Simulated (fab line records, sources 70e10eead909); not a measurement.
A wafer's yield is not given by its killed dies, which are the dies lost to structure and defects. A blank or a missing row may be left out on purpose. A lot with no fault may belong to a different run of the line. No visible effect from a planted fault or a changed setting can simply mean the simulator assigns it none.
A lot that was struck, set against a sound lot + flow nand-harc + 13 out of 1159 route steps
Sound: these wafers, L599.1, L599.4, L599.6. Struck: wafers L603.1, L603.3, L603.5. The cause is named last.
Per side, at each step with rows, come the tool, then ch with its chambers, and then its first start. Under that, the readings that differ: sound wafers + struck wafers + difference of the means + sigmas: that difference in standard deviations of wafers without a fault.
alike: words and numbers the same on both sides, and readings whose means are apart by under 2 such deviations; not compared: readings that were withheld, readings missing a value for some wafer, numbers with overlapping values and no deviation given by the record, and bounds like >300 which may hide the same value.
Wherever a step has rows on one side only, a row that says differs or no value, or a row with sigmas, the two part there. Numbers that don't overlap but have no deviation are shown without sigmas and don't part them. A reading that every wafer of one side lacks parts them only if that side has two wafers or more.

NHARC_P_CONTACT_CMP_24: polishes, t overpolish 30 s, target thk 200 nm.
  sound on cmp-01 ch 0,2,3, day 6 12:25; struck on cmp-01 ch 0,2, day 7 21:39
  alike: motor-current-A, overpolish-run-s, time-to-endpoint-s
next, for these wafers, 1 step has no rows: NHARC_P_CONTACT_SRD_26.
NHARC_P_CONTACT_INSPECT_27:
  sound on defect-inspect-02 at day 6 12:48; struck on defect-inspect-02 at day 7 22:01
  alike: raw-defect-count
then, 8 steps without rows for these wafers: NHARC_P_M0_DEP_00 (deposits SiOC, target thk 150 nm); NHARC_P_M0_DEHYDRATE_01 (time 120 s); NHARC_P_M0_HMDS_02 (time 30 s); NHARC_P_M0_COAT_33 (time 65 s); NHARC_P_M0_COAT_03 (resist thk 90 nm); NHARC_P_M0_SOFTBAKE_04 (time 55 s); NHARC_P_M0_EBR_05; NHARC_P_M0_EXPOSE_06 (exposes mask P M0, target cd 90 nm).
NHARC_P_M0_PEB_07: peb time 65 s.
  sound on litho-track-01 ch 0, day 6 13:43; struck on litho-track-01 ch 0, day 7 22:43
| reading                  | sound                | struck            | difference | sigmas |
|--------------------------|----------------------|-------------------|------------|--------|
| heater-power-total-W (W) | 156.1 156.0 156.6    | 149.7 148.9 148.6 | -7.2       | -18    |
| plate-temp-C (C)         | 100.09 100.24 100.10 | 96.58 96.50 96.65 | -3.57      | -25    |
  alike: chill-plate-temp-C
then, 1 step without rows for these wafers: NHARC_P_M0_DEVELOP_08 (develop time 35 s).

## WHERE THEY PART
NHARC_P_M0_PEB_07 only, going by this record.

WHY: what the simulator had put in
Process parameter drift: litho-track-01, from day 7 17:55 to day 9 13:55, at NHARC_P_M0_PEB_07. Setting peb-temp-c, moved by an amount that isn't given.
